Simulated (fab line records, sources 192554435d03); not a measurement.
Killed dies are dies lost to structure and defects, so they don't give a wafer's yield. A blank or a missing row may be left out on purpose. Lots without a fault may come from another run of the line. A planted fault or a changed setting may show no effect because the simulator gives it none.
Tool commonality check | flow n5_finfet | 10 lots, 30 wafers sampled

WHY IT WAS OPENED
At N5_BEOL_M4_RC_MEAS_101 the reading RS_PWELL is flagged on 3 of 10 lots. Wafers without a fault read 3007 ohm/sq, standard deviation 24.
Rule: a lot is flagged when every wafer of it that has a number lies more than 4 standard deviations from that mean, or none has a number. The other lots count as sound.

lot  | measured     | on        | RS_PWELL (ohm/sq), wafer by wafer | flag
L596 | day 8 04:02  | prober-02 | 3039 3006 3053                    |
L599 | day 8 20:59  | prober-01 | 3016 3010 2991                    |
L597 | day 9 02:45  | prober-01 | 3025 2995 3004                    |
L600 | day 9 13:40  | prober-01 | 3005 2989 2970                    |
L606 | day 10 17:22 | prober-02 | 3019 3016 2986                    |
L607 | day 11 07:54 | prober-02 | 2995 3015 3017                    |
L609 | day 11 14:03 | prober-01 | 3273 3270 3301                    | FLAGGED
L608 | day 11 14:11 | prober-02 | 3267 3319 3280                    | FLAGGED
L610 | day 11 19:55 | prober-02 | 3338 3330 3366                    | FLAGGED
L611 | day 12 05:11 | prober-02 | 2993 3007 2963                    |
The numbers of the flagged lots are 3305 ohm/sq on average: +298 ohm/sq against the usual, or +12 standard deviations.

WHICH TOOL RAN EACH LOT
The record holds 3 process steps before the reading, out of a route of 1938 steps. In each cell: the tool, then ch and the chambers that the sampled wafers went through, then the start.
lot  | flag    | N5_WELL_APT_IMPLANT_31         | N5_PMOS_HMC_CHANNEL_EPI_EPI_26 | N5_FIN_SAQP_ETCH_51
L596 |         | implanter-01 ch 0, day 1 21:12 | epi_rpcvd-03 ch 0, day 2 01:46 | rie_diel-03 ch 1,2, day 2 04:25
L599 |         | implanter-01 ch 0, day 2 15:38 | epi_rpcvd-03 ch 0, day 2 20:07 | rie_diel-04 ch 0,1,3, day 2 21:57
L597 |         | implanter-02 ch 0, day 2 04:34 | epi_rpcvd-01 ch 0, day 2 09:19 | rie_diel-03 ch 0,2,3, day 2 11:09
L600 |         | implanter-02 ch 0, day 2 21:01 | epi_rpcvd-01 ch 0, day 3 01:35 | rie_diel-01 ch 0,1,2, day 3 03:25
L606 |         | implanter-02 ch 0, day 4 09:58 | epi_rpcvd-01 ch 0, day 4 14:52 | rie_diel-04 ch 1,2,3, day 4 18:20
L607 |         | implanter-02 ch 0, day 4 15:38 | epi_rpcvd-02 ch 0, day 4 20:44 | rie_diel-01 ch 2,3, day 4 23:00
L609 | FLAGGED | implanter-02 ch 0, day 5 02:59 | epi_rpcvd-01 ch 0, day 5 08:53 | rie_diel-04 ch 2,3, day 5 10:40
L608 | FLAGGED | implanter-02 ch 0, day 4 21:49 | epi_rpcvd-03 ch 0, day 5 03:10 | rie_diel-01 ch 0,1,2, day 5 04:51
L610 | FLAGGED | implanter-02 ch 0, day 5 09:11 | epi_rpcvd-03 ch 0, day 5 13:49 | rie_diel-01 ch 1,2,3, day 5 15:46
L611 |         | implanter-01 ch 0, day 5 15:22 | epi_rpcvd-03 ch 0, day 5 20:57 | rie_diel-01 ch 0,2,3, day 6 05:37
What these steps do:
- N5_WELL_APT_IMPLANT_31
- N5_PMOS_HMC_CHANNEL_EPI_EPI_26: deposits Si from SiH4/H2, target thk 3.8 nm, time 22.7 s.
- N5_FIN_SAQP_ETCH_51: etches SiARC in CF4, target depth 45.5 nm, time 75.8 s.
- N5_BEOL_M4_RC_MEAS_101

FLAGGED OVER TOTAL, TOOL BY TOOL (the gauges that took the reading come last)
step                           | tool         | lots run | flagged | share of the flagged lots | sound lots run after its first flagged lot
N5_WELL_APT_IMPLANT_31         | implanter-01 | 3        | 0       | none                      | -
N5_WELL_APT_IMPLANT_31         | implanter-02 | 7        | 3       | all                       | 0
N5_PMOS_HMC_CHANNEL_EPI_EPI_26 | epi_rpcvd-01 | 4        | 1       | some                      | 0
N5_PMOS_HMC_CHANNEL_EPI_EPI_26 | epi_rpcvd-02 | 1        | 0       | none                      | -
N5_PMOS_HMC_CHANNEL_EPI_EPI_26 | epi_rpcvd-03 | 5        | 2       | some                      | 1 (L611)
N5_FIN_SAQP_ETCH_51            | rie_diel-01  | 5        | 2       | some                      | 1 (L611)
N5_FIN_SAQP_ETCH_51            | rie_diel-03  | 2        | 0       | none                      | -
N5_FIN_SAQP_ETCH_51            | rie_diel-04  | 3        | 1       | some                      | 0
N5_BEOL_M4_RC_MEAS_101         | prober-01    | 4        | 1       | some                      | 0
N5_BEOL_M4_RC_MEAS_101         | prober-02    | 6        | 2       | some                      | 1 (L611)

WHAT THE TABLE ALLOWS
1 row of the table ran every flagged lot: implanter-02 at N5_WELL_APT_IMPLANT_31.
- implanter-02 at N5_WELL_APT_IMPLANT_31: 3 of its 7 lots flagged. Its last sound lot is L607 (day 4 15:38), its first flagged lot L608 (day 4 21:49): a fault that began between those two fits. Its own readings lie more than 4 standard deviations out on every wafer of the flagged lots: beam_energy_keV.
One tool is left: implanter-02 at N5_WELL_APT_IMPLANT_31.

WHAT THE SIMULATOR HAD PUT IN
Process parameter drift: implanter-02, from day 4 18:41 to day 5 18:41, at N5_WELL_APT_IMPLANT_31. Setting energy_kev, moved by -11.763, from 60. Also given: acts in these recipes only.
Lots struck among those shown: L609, L608, L610. The rule above found the same.
